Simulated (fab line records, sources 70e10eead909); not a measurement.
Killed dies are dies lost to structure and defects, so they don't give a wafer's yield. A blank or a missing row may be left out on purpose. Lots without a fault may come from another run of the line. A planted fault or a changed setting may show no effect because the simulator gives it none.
fab line records | flow nand_harc
record lots=12 wafers=36 last_day=34
route steps=1302 shown P_M1@297 END@1302
lots that met no fault: from a run of the same line without faults
start_h: hours from the record's first day to the start of the lot's first wafer shown | wait_h: hours since the lot's step before | " the same as in the row above | L1.1+2: a row that stands for several wafers | - no value, or no start given | * or withheld: withheld | < > ~ a bound
route shown NAME@n: a module of which the file shows steps, and the number in the route of the first | usual: mean/standard deviation of fault-free wafers | same: alike in all rows | chamber/n: place in a boat | sites: the reading at each site | _std_site: their standard deviation | _edge_site: outer sites' mean less inner sites' | radius_mm: how far each site lies from the wafer's centre | mask NAME#n: copy n | behind: the tool/chamber that last shaped the wafer | hold: why the lot was held/for how many hours/how that ended | device: the transistor (n, p or np) that didn't switch | end of line: the same wafers' tests at the end of the route | a step without rows: its recipe alone | killed: dies lost to structure and defects at the first sort, not the wafer's yield | map: a wafer's dies, x killed, . not, _ none there
set.NAME: the setting as run; set.NAME@STEP: as run at that earlier step | model.NAME: the simulator's own value behind a step, which no gauge read
steps of the route over a sample of lots; a table a step, a row a wafer
services: from which hour (start_h, from the record's first day; less than 0 if before it) a tool's chamber was out of use, for how many hours, and why
## steps
# step NHARC_P_M1_INSPECT_11
# usual raw_defect_count=4.5/2.7
# columns lot.wafer tool chamber start_h wait_h raw_defect_count
L374.2 defect_inspect-02 - 131.60 0.0 2
L374.4 " - " " 5
L374.6 " - " " 5
L375.1 defect_inspect-02 - 143.03 0.0 5
L375.3 " - " " 3
L375.4 " - " " 2
L376.1 defect_inspect-02 - 156.16 0.0 4
L376.2 " - " " 4
L376.4 " - " " 3
L377.1 defect_inspect-02 - 167.38 0.0 8
L377.4 " - " " 10
L377.6 " - " " 7
L378.1 defect_inspect-02 - 175.25 0.0 10
L378.2 " - " " 2
L378.6 " - " " 5
L381.1 defect_inspect-02 - 205.42 0.0 2
L381.4 " - " " 3
L381.5 " - " " 6
L384.1 defect_inspect-01 - 238.42 0.0 2
L384.2 " - " " 3
L384.5 " - " " 2
L386.1 defect_inspect-01 - 257.73 0.0 6
L386.2 " - " " 6
L386.6 " - " " 7
L387.2 defect_inspect-01 - 269.80 0.0 5
L387.4 " - " " 2
L387.6 " - " " 5
L388.1 defect_inspect-02 - 280.24 0.0 10
L388.3 " - " " 9
L388.6 " - " " 3
L389.1 defect_inspect-01 - 290.52 0.0 0
L389.3 " - " " 3
L389.6 " - " " 4
L396.4 defect_inspect-01 - 358.00 0.0 5
L396.5 " - " " 5
L396.6 " - " " 7
# step NHARC_P_M1_DESCUM_14
# recipe time_s=3 o2_flow_sccm=200 ar_flow_sccm=0 bias_power_w=0 chemistry=O2
# usual drypump_motor_current_A=5.75/0.27 oes_product_au=1.003/0.0078 rf_vpp_V=58.0/0.93 showerhead_plenum_p_Torr=1.94/0.087 throttle_valve_pct=11.310/0.0093
# columns lot.wafer tool chamber start_h wait_h drypump_motor_current_A oes_product_au rf_hours_counter_h rf_vpp_V showerhead_plenum_p_Torr throttle_valve_pct
L374.2 rie_diel-13 1 131.67 0.1 5.58 1.007 8 58.0 2.00 11.306
L374.4 " 2 " " 5.62 0.998 7 57.2 1.79 11.324
L374.6 " 0 " " 6.01 1.001 - 59.2 2.06 11.317
L375.3 rie_diel-13 2 143.09 0.1 5.58 0.999 8 56.1 1.79 11.303
L375.1 " 0 " " 6.02 1.006 8 60.1 2.06 11.320
L375.4 " 1 " " 5.62 1.002 9 57.3 2.00 11.321
L376.4 rie_diel-13 3 156.23 0.1 6.05 1.005 9 58.0 1.91 11.302
L376.2 " 0 " " 6.01 1.009 8 58.0 2.06 11.315
L376.1 " 1 " " 5.59 1.001 10 57.7 2.00 11.302
L377.1 rie_diel-04 3 167.44 0.1 5.33 1.011 15 58.2 1.98 11.331
L377.4 " 1 " " 5.37 1.000 16 57.1 1.83 11.316
L377.6 " 0 " " 5.92 0.990 - 59.4 1.87 11.318
L378.1 rie_diel-13 1 175.32 0.1 5.58 0.997 0 58.5 2.00 11.309
L378.2 " 3 " " 6.03 1.004 0 57.6 1.91 11.307
L378.6 " 1 " " 5.59 1.002 - 57.1 2.00 11.293
L381.1 rie_diel-13 0 205.50 0.1 6.02 1.004 2 59.7 2.06 11.308
L381.4 " 0 " " 5.98 1.005 - 59.7 2.06 11.305
L381.5 " 1 " " 5.58 0.998 - 56.7 2.00 11.302
L384.2 rie_diel-04 1 238.49 0.1 5.37 0.981 2 58.4 1.83 11.294
L384.1 " 3 " " 5.30 0.991 4 58.4 1.98 11.305
L384.5 " 1 " " 5.39 0.999 - 58.3 1.83 11.318
L386.2 rie_diel-13 0 257.79 0.1 6.01 1.019 5 57.7 2.05 11.290
L386.1 " 3 " " 6.05 1.001 4 57.4 1.91 11.315
L386.6 " 3 " " 6.07 1.010 - 57.6 1.91 11.312
L387.2 rie_diel-13 3 269.87 0.1 6.07 1.019 5 58.2 1.91 11.312
L387.6 " 1 " " 5.59 1.028 - 57.8 2.00 11.313
L387.4 " 0 " " 6.01 1.010 - 58.6 2.05 11.318
L388.3 rie_diel-13 0 280.30 0.1 6.01 1.008 6 58.2 2.05 11.300
L388.1 " 2 " " 5.60 0.992 6 56.8 1.79 11.327
L388.6 " 3 " " 6.07 1.002 - 59.5 1.91 11.309
L389.1 rie_diel-13 0 290.59 0.1 6.00 1.014 6 57.3 2.05 11.311
L389.3 " 1 " " 5.60 1.007 7 58.2 2.00 11.311
L389.6 " 0 " " 6.01 1.000 - 58.8 2.05 11.297
L396.4 rie_diel-13 2 358.09 0.1 5.58 0.998 - 57.8 1.79 11.305
L396.5 " 3 " " 6.06 1.007 - 57.4 1.90 11.324
L396.6 " 0 " " 5.99 1.003 - 59.2 2.05 11.316
# step NHARC_P_M1_ETCH_15
# recipe target_depth_a=1825 time_s=91.2 c4f8_flow_sccm=withheld ar_flow_sccm=400 rf_w=600 bias_w=300 chemistry=C4F8/Ar
# usual oes_product_au=0.959/0.019 rf_vpp_V=441.5/2.9
# columns lot.wafer tool chamber start_h wait_h oes_product_au rf_hours_counter_h rf_vpp_V
L374.2 rie_diel-13 3 - - 0.972 7 439.3
L374.4 " 0 " " 0.951 7 445.4
L374.6 " 1 " " 0.965 - 444.2
L375.4 rie_diel-13 0 - - 0.995 8 445.6
L375.3 " 2 " " 0.948 8 437.2
L375.1 " 3 " " 0.954 8 440.5
L376.1 rie_diel-13 0 - - 0.960 8 445.7
L376.2 " 1 " " 0.965 10 443.4
L376.4 " 3 " " 0.961 9 440.6
L377.4 rie_diel-04 1 - - 0.979 17 437.9
L377.1 " 3 " " 0.969 15 443.0
L377.6 " 2 " " 0.986 - 441.6
L378.2 rie_diel-13 0 - - 0.961 0 445.8
L378.1 " 1 " " 0.965 0 443.2
L378.6 " 1 " " 0.961 - 442.5
L381.1 rie_diel-13 1 - - 0.967 2 442.8
L381.5 " 1 " " 0.960 - 442.5
L381.4 " 3 " " 0.953 - 441.0
L384.2 rie_diel-04 1 - - 0.926 2 437.1
L384.1 " 2 " " 0.917 4 442.5
L384.5 " 1 " " 0.923 - 436.7
L386.1 rie_diel-13 3 - - 0.930 4 441.7
L386.2 " 1 " " 0.949 6 442.6
L386.6 " 3 " " 0.952 - 442.1
L387.2 rie_diel-13 0 - - 0.956 5 445.0
L387.4 " 1 " " 0.976 6 443.2
L387.6 " 2 " " 0.915 - 437.0
L388.1 rie_diel-13 0 - - 0.927 6 444.8
L388.3 " 2 " " 0.955 6 436.4
L388.6 " 0 " " 0.936 - 445.1
L389.3 rie_diel-13 1 - - 0.977 7 443.3
L389.1 " 2 " " 0.976 6 437.5
L389.6 " 0 " " 0.972 - 445.8
L396.5 rie_diel-13 3 - - 0.957 - 441.7
L396.6 " 0 " " 0.964 - 447.1
L396.4 " 2 " " 0.951 - 436.3
# step NHARC_P_M1_STRIP_19
# recipe time_s=600 temp_c=30 chemistry=post_etch_residue_remover
# usual bath_heat_duty_pct=13.4/1.6 run_length_s=603.0/1
# columns lot.wafer tool chamber start_h wait_h bath_heat_duty_pct run_length_s
L374.6 wet_bench-10 3 132.42 - 13.5 601.1
L374.2 " 5 " " 14.0 602.5
L374.4 " 7 " " 11.7 604.3
L375.3 wet_bench-08 3 143.90 - 11.8 602.8
L375.1 " 4 " " 18.0 603.4
L375.4 " 0 " " 13.7 604.4
L376.1 wet_bench-10 6 156.98 - 14.7 603.7
L376.4 " 7 " " 12.1 604.5
L376.2 " 2 " " 12.4 603.2
L377.4 wet_bench-08 3 168.20 - 11.3 602.5
L377.6 " 4 " " 15.7 603.4
L377.1 " 6 " " 13.8 602.1
L378.1 wet_bench-08 0 176.08 - 13.9 604.9
L378.6 " 1 " " 13.1 603.7
L378.2 " 2 " " 14.0 603.4
L381.4 wet_bench-10 0 206.35 - 10.4 603.8
L381.5 " 1 " " 15.1 601.9
L381.1 " 4 " " 10.8 604.3
L384.1 wet_bench-08 1 239.23 - 13.2 604.7
L384.2 " 5 " " 13.1 602.0
L384.5 " 6 " " 15.8 602.6
L386.1 wet_bench-10 1 258.71 - 14.7 601.9
L386.2 " 4 " " 11.0 603.9
L386.6 " 5 " " 14.4 602.2
L387.6 wet_bench-10 0 270.62 - - -
L387.2 " 3 " " - -
L387.4 " 5 " " - -
L388.6 wet_bench-08 5 281.10 - - -
L388.3 " 6 " " - -
L388.1 " 1 " " - -
L389.3 wet_bench-10 0 291.33 - 11.2 603.6
L389.1 " 1 " " 14.3 603.0
L389.6 " 3 " " 12.8 601.6
L396.4 wet_bench-10 1 358.92 - 13.7 601.6
L396.5 " 4 " " 11.1 605.6
L396.6 " 6 " " 14.6 603.0
# step NHARC_END_SORT_01
# recipe temp_c=25
# usual defect_limited_yield=91.8/2.3 killed_at_array=51/16 killed_at_other=0.6/0.88 killed_at_periphery=4.0/2.6 killed_dies=55/16 killed_open=3.5/1.9 killed_short=2.3/1.6 sort_bin_2_pct=2.9/1.1 sort_bin_3_pct=0.6/0.41 sort_bin_4_pct=4.6/1.3 sort_n_pass=622/16 sort_rim_yield_pct=93/3.2 sort_yield_pct=91.8/2.3
# same gross_dies=677 sort_bin_5_pct[%]=0 sort_bin_6_pct[%]=0 sort_bin_7_pct[%]=0 sort_bin_8_pct[%]=0 sort_rim_n_gross=106.00
# columns lot.wafer tool chamber start_h wait_h defect_limited_yield[%] killed_at_array killed_at_other killed_at_periphery killed_dies killed_open killed_short sort_bin_2_pct[%] sort_bin_3_pct[%] sort_bin_4_pct[%] sort_n_pass sort_rim_yield_pct[%] sort_yield_pct[%]
L376.1 prober-02 0 577.63 2.5 88.3 74 0 5 79 5 0 4.9 0.4 6.4 598 95 88.3
L376.2 prober-02 0 578.42 2.8 91.3 56 0 3 59 6 0 3.1 0.3 5.3 618 92 91.3
L376.4 prober-02 0 580.00 3.4 87.6 79 1 4 84 2 1 4.1 1.5 6.8 593 92 87.6
L374.2 prober-01 0 578.40 2.8 91.7 54 0 2 56 3 1 3.2 0.4 4.6 621 84 91.7
L374.4 prober-01 0 580.01 3.4 91.6 51 2 4 57 3 2 3.4 0.7 4.3 620 92 91.6
L374.6 prober-01 0 581.61 4.0 88.3 75 1 3 79 4 3 3.8 0.9 6.9 598 92 88.3
L375.1 prober-01 0 587.13 2.5 91.9 52 0 3 55 5 1 2.5 1.2 4.4 622 86 91.9
L375.3 prober-01 0 588.73 3.1 89.5 68 1 2 71 4 1 3.7 0.6 6.2 606 88 89.5
L375.4 prober-01 0 589.53 3.4 89.7 68 1 1 70 1 2 3.8 0.9 5.6 607 90 89.7
L377.1 prober-01 0 604.35 2.5 90.5 56 0 8 64 6 0 3.0 0.9 5.6 613 95 90.5
L377.4 prober-01 0 606.74 3.4 94.2 33 0 6 39 1 1 2.2 0.6 3.0 638 94 94.2
L377.6 prober-01 0 608.34 4.0 93.1 41 1 5 47 2 2 2.4 0.3 4.3 630 91 93.1
L378.1 prober-02 0 610.18 2.5 89.5 63 0 8 71 3 2 2.8 0.9 6.8 606 93 89.5
L378.2 prober-02 0 610.99 2.8 91.0 53 0 8 61 0 5 2.5 0.4 6.1 616 90 91.0
L378.6 prober-02 0 614.20 4.0 90.8 57 0 5 62 2 2 3.5 0.7 4.9 615 90 90.8
L381.1 prober-02 0 696.59 2.5 87.9 77 0 5 82 6 2 5.6 0.7 5.8 595 94 87.9
L381.4 prober-02 0 699.00 3.4 87.7 78 1 4 83 4 3 4.6 1.0 6.6 594 89 87.7
L381.5 prober-02 0 699.80 3.7 88.8 72 0 4 76 5 2 3.5 1.6 6.1 601 92 88.8
L386.1 prober-01 0 698.34 2.5 93.8 41 0 1 42 4 1 1.9 0.1 4.1 635 92 93.8
L386.2 prober-01 0 699.14 2.8 91.7 45 1 10 56 2 1 4.0 0.3 4.0 621 95 91.7
L386.6 prober-01 0 702.34 4.0 93.2 40 1 5 46 7 1 1.6 0 5.2 631 92 93.2
L384.1 prober-02 0 704.45 2.5 91.1 57 0 3 60 3 2 3.0 0.9 5.0 617 96 91.1
L384.2 prober-02 0 705.26 2.8 92.0 50 0 4 54 6 4 2.8 1.0 4.1 623 86 92.0
L384.5 prober-02 0 707.68 3.7 93.9 40 0 1 41 3 1 1.6 0.6 3.8 636 89 93.9
L387.2 prober-01 0 707.32 2.8 92.0 50 0 4 54 3 2 2.8 0.6 4.6 623 94 92.0
L387.4 prober-01 0 708.91 3.4 90.7 60 0 3 63 3 0 4.6 0.7 4.0 614 91 90.7
L387.6 prober-01 0 710.50 4.0 92.3 51 0 1 52 2 5 3.5 0.7 3.4 625 92 92.3
L388.1 prober-01 0 715.03 2.5 94.7 24 2 10 36 10 2 1.6 0.1 3.5 641 97 94.7
L388.3 prober-01 0 716.63 3.1 96.3 16 0 9 25 0 2 0.9 0.1 2.7 652 96 96.3
L388.6 prober-01 0 719.02 4.0 95.0 32 0 2 34 4 5 1.0 0 4.0 643 97 95.0
L389.1 prober-01 0 727.77 2.5 91.6 53 3 1 57 1 1 3.4 0.9 4.1 620 90 91.6
L389.3 prober-01 0 729.35 3.1 88.5 75 2 1 78 0 6 4.3 1.3 5.9 599 94 88.5
L389.6 prober-01 0 731.73 4.0 88.6 70 3 4 77 3 2 4.9 1.2 5.3 600 92 88.6
L396.4 prober-01 0 816.81 3.4 91.3 54 0 5 59 5 2 2.7 0.7 5.3 618 92 91.3
L396.5 prober-01 0 817.61 3.7 92.9 44 1 3 48 2 3 2.7 1.0 3.4 629 92 92.9
L396.6 prober-01 0 818.42 4.0 93.4 43 0 2 45 3 1 2.4 0.3 4.0 632 89 93.4
# killed by level:class
L376.1 A_CHANNEL_HOLE_D1:chamber_film_flake=35 A_SLIT:chamber_film_flake=19 A_CHANNEL_HOLE_D2:chamber_film_flake=11 P_M0:geometric_particle:open=3 A_CONTACT:chamber_film_flake=3 A_WL_FILL:chamber_film_flake=2 A_BLC:chamber_film_flake=2 P_CONTACT:geometric_particle:open=1
L374.2 A_CHANNEL_HOLE_D2:chamber_film_flake=19 A_SLIT:chamber_film_flake=18 A_CHANNEL_HOLE_D1:chamber_film_flake=3 A_DECK1_JOINT:chamber_film_flake=3 A_CONTACT:chamber_film_flake=2 A_BLC:chamber_film_flake=2 A_DECK1_JOINT:geometric_particle:open=1 A_CHANNEL_FILL_D2:geometric_particle:open=1
L376.2 A_SLIT:chamber_film_flake=21 A_CHANNEL_HOLE_D1:chamber_film_flake=14 A_CHANNEL_HOLE_D2:chamber_film_flake=8 A_BLC:chamber_film_flake=3 A_CHANNEL_FILL_D2:geometric_particle:open=2 A_M0:geometric_particle:open=2 A_CONTACT:chamber_film_flake=2 A_CHANNEL_FILL_D1:geometric_particle:open=1
L376.4 A_CHANNEL_HOLE_D1:chamber_film_flake=34 A_SLIT:chamber_film_flake=19 A_CHANNEL_HOLE_D2:chamber_film_flake=10 A_CONTACT:chamber_film_flake=6 A_BLC:chamber_film_flake=5 P_BONDPAD:chamber_film_flake=2 A_WL_FILL:chamber_film_flake=2 P_M0:geometric_particle:short=1
L374.4 A_CHANNEL_HOLE_D2:chamber_film_flake=18 A_SLIT:chamber_film_flake=13 A_CHANNEL_HOLE_D1:chamber_film_flake=7 P_ZERO_WELL:chamber_film_flake=3 A_BLC:chamber_film_flake=3 A_STAIRCASE:chamber_film_flake=2 A_WL_FILL:chamber_film_flake=2 A_CONTACT:chamber_film_flake=2
L374.6 A_CHANNEL_HOLE_D2:chamber_film_flake=28 A_SLIT:chamber_film_flake=23 A_CHANNEL_HOLE_D1:chamber_film_flake=9 A_CONTACT:chamber_film_flake=4 A_DECK1_JOINT:chamber_film_flake=3 P_STI:geometric_particle:short=1 A_CHANNEL_FILL_D2:geometric_particle:open=1 P_CONTACT:geometric_particle:open=1
L375.1 A_CHANNEL_HOLE_D1:chamber_film_flake=18 A_CHANNEL_HOLE_D2:chamber_film_flake=17 A_CONTACT:chamber_film_flake=4 P_GATE:chamber_film_flake=3 A_STAIRCASE:chamber_film_flake=2 A_BLC:chamber_film_flake=2 A_ONON_D1:geometric_particle:open=1 A_ONON_D2:geometric_particle:open=1
L375.3 A_CHANNEL_HOLE_D1:chamber_film_flake=31 A_CHANNEL_HOLE_D2:chamber_film_flake=18 A_BLC:chamber_film_flake=7 A_CHANNEL_FILL_D1:chamber_film_flake=2 A_WL_FILL:chamber_film_flake=2 A_CONTACT:chamber_film_flake=2 P_CONTACT:geometric_particle:open=1 A_WL_FILL:geometric_particle:open=1
L375.4 A_CHANNEL_HOLE_D2:chamber_film_flake=35 A_CHANNEL_HOLE_D1:chamber_film_flake=17 A_BLC:chamber_film_flake=6 A_CONTACT:chamber_film_flake=4 A_STAIRCASE:chamber_film_flake=2 A_WL_FILL:geometric_particle:short=1 A_M0:geometric_particle:open=1 P_BONDPAD:chamber_film_flake=1
L377.1 A_CHANNEL_HOLE_D1:chamber_film_flake=31 A_CHANNEL_HOLE_D2:chamber_film_flake=14 A_SLIT:chamber_film_flake=4 A_WL_FILL:geometric_particle:open=2 P_ZERO_WELL:chamber_film_flake=2 P_CONTACT:chamber_film_flake=2 P_CONTACT:geometric_particle:open=1 P_M0:geometric_particle:open=1
L377.4 A_CHANNEL_HOLE_D2:chamber_film_flake=13 A_CHANNEL_HOLE_D1:chamber_film_flake=11 P_CONTACT:chamber_film_flake=4 A_CHANNEL_FILL_D1:chamber_film_flake=3 A_WL_FILL:chamber_film_flake=2 A_DECK1_JOINT:chamber_film_flake=2 A_DECK1_JOINT:geometric_particle:short=1 A_DECK1_JOINT:geometric_particle:open=1
L377.6 A_CHANNEL_HOLE_D1:chamber_film_flake=19 A_CHANNEL_HOLE_D2:chamber_film_flake=9 P_CONTACT:chamber_film_flake=3 A_CHANNEL_FILL_D1:chamber_film_flake=3 A_SLIT:chamber_film_flake=3 A_DECK1_JOINT:chamber_film_flake=2 A_BONDPAD:chamber_film_flake=2 P_GATE:geometric_particle:open=1
L378.1 A_CHANNEL_HOLE_D2:chamber_film_flake=28 A_SLIT:chamber_film_flake=24 A_CHANNEL_HOLE_D1:chamber_film_flake=3 A_M0:geometric_particle:open=2 P_ZERO_WELL:chamber_film_flake=2 A_WL_FILL:chamber_film_flake=2 P_M1:chamber_film_flake=2 A_BONDPAD:chamber_film_flake=2
L378.2 A_CHANNEL_HOLE_D2:chamber_film_flake=22 A_SLIT:chamber_film_flake=20 P_M1:chamber_film_flake=7 A_CHANNEL_HOLE_D1:chamber_film_flake=2 A_BONDPAD:chamber_film_flake=2 P_M0:geometric_particle:short=1 A_ONON_D2:geometric_particle:short=1 A_CHANNEL_FILL_D2:geometric_particle:short=1
L378.6 A_SLIT:chamber_film_flake=20 A_CHANNEL_HOLE_D2:chamber_film_flake=19 A_CONTACT:chamber_film_flake=8 P_M1:chamber_film_flake=2 A_STAIRCASE:chamber_film_flake=2 A_BONDPAD:chamber_film_flake=2 A_CHANNEL_HOLE_D1:geometric_particle:open=1 A_DECK1_JOINT:geometric_particle:open=1
L381.1 A_CHANNEL_HOLE_D1:chamber_film_flake=30 A_SLIT:chamber_film_flake=28 A_CHANNEL_HOLE_D2:chamber_film_flake=6 A_STAIRCASE:chamber_film_flake=5 P_M0:geometric_particle:open=3 A_DECK1_JOINT:chamber_film_flake=2 P_GATE:geometric_particle:open=1 P_CONTACT:geometric_particle:open=1
L386.1 A_CHANNEL_HOLE_D1:chamber_film_flake=23 A_CONTACT:chamber_film_flake=4 A_BONDPAD:chamber_film_flake=4 A_M0:geometric_particle:open=2 A_SLIT:chamber_film_flake=2 A_CHANNEL_FILL_D1:geometric_particle:open=1 A_CHANNEL_FILL_D2:geometric_particle:short=1 A_CONTACT:geometric_particle:open=1
L381.4 A_CHANNEL_HOLE_D1:chamber_film_flake=29 A_SLIT:chamber_film_flake=23 A_CHANNEL_HOLE_D2:chamber_film_flake=11 A_STAIRCASE:chamber_film_flake=7 P_STI:geometric_particle:short=1 P_GATE:geometric_particle:open=1 P_M0:geometric_particle:open=1 A_ONON_D2:geometric_particle:open=1
L386.2 A_CHANNEL_HOLE_D1:chamber_film_flake=29 P_GATE:chamber_film_flake=5 A_CONTACT:chamber_film_flake=4 P_M2:chamber_film_flake=3 A_CHANNEL_HOLE_D2:chamber_film_flake=3 A_BONDPAD:chamber_film_flake=3 A_WL_FILL:chamber_film_flake=2 P_M0:geometric_particle:open=1
L381.5 A_CHANNEL_HOLE_D1:chamber_film_flake=28 A_SLIT:chamber_film_flake=18 A_CHANNEL_HOLE_D2:chamber_film_flake=7 A_STAIRCASE:chamber_film_flake=5 A_CONTACT:chamber_film_flake=3 P_M1:geometric_particle:open=2 A_WL_FILL:chamber_film_flake=2 P_ZERO_WELL:chamber_film_flake=2
L386.6 A_CHANNEL_HOLE_D1:chamber_film_flake=21 A_M0:geometric_particle:open=5 P_GATE:chamber_film_flake=5 A_BONDPAD:chamber_film_flake=4 A_CHANNEL_HOLE_D2:chamber_film_flake=2 A_WL_FILL:chamber_film_flake=2 A_CONTACT:chamber_film_flake=2 A_CHANNEL_HOLE_D1:geometric_particle:short=1
L384.1 A_CHANNEL_HOLE_D1:chamber_film_flake=30 A_CHANNEL_HOLE_D2:chamber_film_flake=18 P_M2:chamber_film_flake=2 A_BONDPAD:chamber_film_flake=2 A_DECK1_JOINT:geometric_particle:short=1 A_ONON_D2:geometric_particle:short=1 A_CONTACT:geometric_particle:open=1 A_BLC:geometric_particle:open=1
L384.2 A_CHANNEL_HOLE_D1:chamber_film_flake=19 A_CHANNEL_HOLE_D2:chamber_film_flake=13 A_CONTACT:chamber_film_flake=4 A_ONON_D1:geometric_particle:open=2 A_WL_FILL:geometric_particle:short=2 P_STI:chamber_film_flake=2 A_SLIT:chamber_film_flake=2 A_BONDPAD:chamber_film_flake=2
L387.2 A_SLIT:chamber_film_flake=26 A_CHANNEL_HOLE_D2:chamber_film_flake=9 A_WL_FILL:chamber_film_flake=5 A_CHANNEL_HOLE_D1:chamber_film_flake=3 A_CONTACT:chamber_film_flake=2 P_ZERO_WELL:geometric_particle:open=1 P_CONTACT:geometric_particle:open=1 A_ONON_D2:geometric_particle:short=1
L384.5 A_CHANNEL_HOLE_D1:chamber_film_flake=19 A_CHANNEL_HOLE_D2:chamber_film_flake=13 A_STAIRCASE:chamber_film_flake=2 A_CONTACT:chamber_film_flake=2 P_M1:geometric_particle:open=1 A_SOURCE_PLATE:geometric_particle:open=1 A_ONON_D2:geometric_particle:short=1 A_WL_FILL:geometric_particle:open=1
L387.4 A_SLIT:chamber_film_flake=29 A_CHANNEL_HOLE_D1:chamber_film_flake=9 A_CONTACT:chamber_film_flake=7 A_CHANNEL_HOLE_D2:chamber_film_flake=6 A_WL_FILL:chamber_film_flake=4 P_CONTACT:geometric_particle:open=1 A_CHANNEL_FILL_D1:geometric_particle:open=1 A_CONTACT:geometric_particle:open=1
L387.6 A_SLIT:chamber_film_flake=27 A_CHANNEL_HOLE_D2:chamber_film_flake=12 A_DECK1_JOINT:geometric_particle:short=2 A_CHANNEL_HOLE_D1:chamber_film_flake=2 A_STAIRCASE:chamber_film_flake=2 A_SOURCE_PLATE:geometric_particle:short=1 A_ONON_D1:geometric_particle:short=1 A_CHANNEL_FILL_D2:geometric_particle:open=1
L388.1 A_CHANNEL_HOLE_D1:chamber_film_flake=7 A_SLIT:chamber_film_flake=6 P_STI:chamber_film_flake=5 P_M1:geometric_particle:open=2 A_SOURCE_PLATE:geometric_particle:open=2 A_CONTACT:chamber_film_flake=2 THIN_TSV:chamber_film_flake=2 P_GATE:geometric_particle:open=1
L388.3 A_CHANNEL_HOLE_D1:chamber_film_flake=7 P_GATE:chamber_film_flake=5 A_CONTACT:chamber_film_flake=4 P_STI:chamber_film_flake=2 A_SLIT:chamber_film_flake=2 P_GATE:geometric_particle:short=1 A_CHANNEL_FILL_D2:geometric_particle:short=1 P_ZERO_WELL:chamber_film_flake=1
L388.6 A_CHANNEL_HOLE_D1:chamber_film_flake=13 A_CONTACT:chamber_film_flake=4 A_STAIRCASE:chamber_film_flake=3 A_M0:geometric_particle:open=2 A_ZERO_WELL:chamber_film_flake=2 P_M1:geometric_particle:short=1 A_ONON_D1:geometric_particle:short=1 A_ONON_D1:geometric_particle:open=1
L389.1 A_CHANNEL_HOLE_D1:chamber_film_flake=23 A_CHANNEL_HOLE_D2:chamber_film_flake=14 A_ZERO_WELL:chamber_film_flake=6 THIN_TSV:chamber_film_flake=3 A_CHANNEL_FILL_D2:chamber_film_flake=3 A_CONTACT:chamber_film_flake=3 P_M1:geometric_particle:short=1 A_DECK1_JOINT:geometric_particle:open=1
L389.3 A_CHANNEL_HOLE_D1:chamber_film_flake=32 A_CHANNEL_HOLE_D2:chamber_film_flake=16 A_SLIT:chamber_film_flake=7 A_CONTACT:chamber_film_flake=6 A_ONON_D1:geometric_particle:short=3 A_ZERO_WELL:chamber_film_flake=3 A_WL_FILL:chamber_film_flake=3 A_M0:geometric_particle:short=2
L389.6 A_CHANNEL_HOLE_D1:chamber_film_flake=33 A_CHANNEL_HOLE_D2:chamber_film_flake=15 A_CONTACT:chamber_film_flake=7 A_SLIT:chamber_film_flake=5 THIN_TSV:chamber_film_flake=3 A_CHANNEL_FILL_D2:chamber_film_flake=2 A_STAIRCASE:chamber_film_flake=2 A_SGD_CUT:chamber_film_flake=2
L396.4 A_CHANNEL_HOLE_D1:chamber_film_flake=18 A_SLIT:chamber_film_flake=13 A_CONTACT:chamber_film_flake=8 A_STAIRCASE:chamber_film_flake=7 A_CHANNEL_FILL_D2:chamber_film_flake=2 P_STI:geometric_particle:short=1 P_M0:geometric_particle:open=1 P_M1:geometric_particle:open=1
L396.5 A_CHANNEL_HOLE_D1:chamber_film_flake=15 A_SLIT:chamber_film_flake=13 A_CONTACT:chamber_film_flake=5 A_STAIRCASE:chamber_film_flake=4 P_M1:chamber_film_flake=2 P_M0:geometric_particle:open=1 A_ONON_D1:geometric_particle:short=1 A_CHANNEL_FILL_D1:geometric_particle:short=1
L396.6 A_CHANNEL_HOLE_D1:chamber_film_flake=19 A_CONTACT:chamber_film_flake=9 A_SLIT:chamber_film_flake=3 A_CHANNEL_HOLE_D2:chamber_film_flake=2 A_STAIRCASE:chamber_film_flake=2 A_WL_FILL:chamber_film_flake=2 A_ONON_D1:geometric_particle:short=1 A_CHANNEL_FILL_D2:geometric_particle:open=1
## services
# columns tool chamber start_h hours kind
wet_bench-08 - 118.40 8.0 pm
rie_diel-13 0 119.50 - clean
rie_diel-13 1 119.50 - clean
rie_diel-13 2 119.50 - clean
rie_diel-13 0 122.67 8.0 repair
rie_diel-04 - 129.06 0.9 repair
wet_bench-10 - 135.20 8.0 pm
rie_diel-04 0 144.04 2.7 repair
rie_diel-04 3 146.45 7.3 repair
rie_diel-13 - 162.07 0.6 repair
rie_diel-13 - 165.00 9.0 pm
rie_diel-04 - 178.27 9.0 pm
rie_diel-13 2 202.62 4.1 repair
rie_diel-04 0 211.86 3.5 repair
rie_diel-13 3 212.79 2.7 repair
rie_diel-04 1 213.69 22.4 repair
rie_diel-13 2 246.96 23.0 repair
rie_diel-13 0 274.15 5.0 repair
rie_diel-13 1 277.73 9.5 repair
wet_bench-08 - 294.40 8.0 pm
rie_diel-04 2 306.28 4.5 repair
wet_bench-10 - 311.20 8.0 pm
rie_diel-13 - 342.00 9.0 pm
rie_diel-04 - 355.27 9.0 pm
## key
first_sign step=NHARC_P_M1_STRIP_19 reading=tool_record direction=missing
effect none on later readings
met_at NHARC_P_M1_STRIP_19
struck_lots L387,L388
not_acting_at NHARC_P_M1_INSPECT_11,NHARC_P_M1_DESCUM_14,NHARC_P_M1_ETCH_15
onset_between 258.71 270.62
fault kind=skipped_step_whole tool=wet_bench-08,wet_bench-10 chamber=- onset_h=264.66 steps=NHARC_P_M1_STRIP_19 scope=struck_lots_only
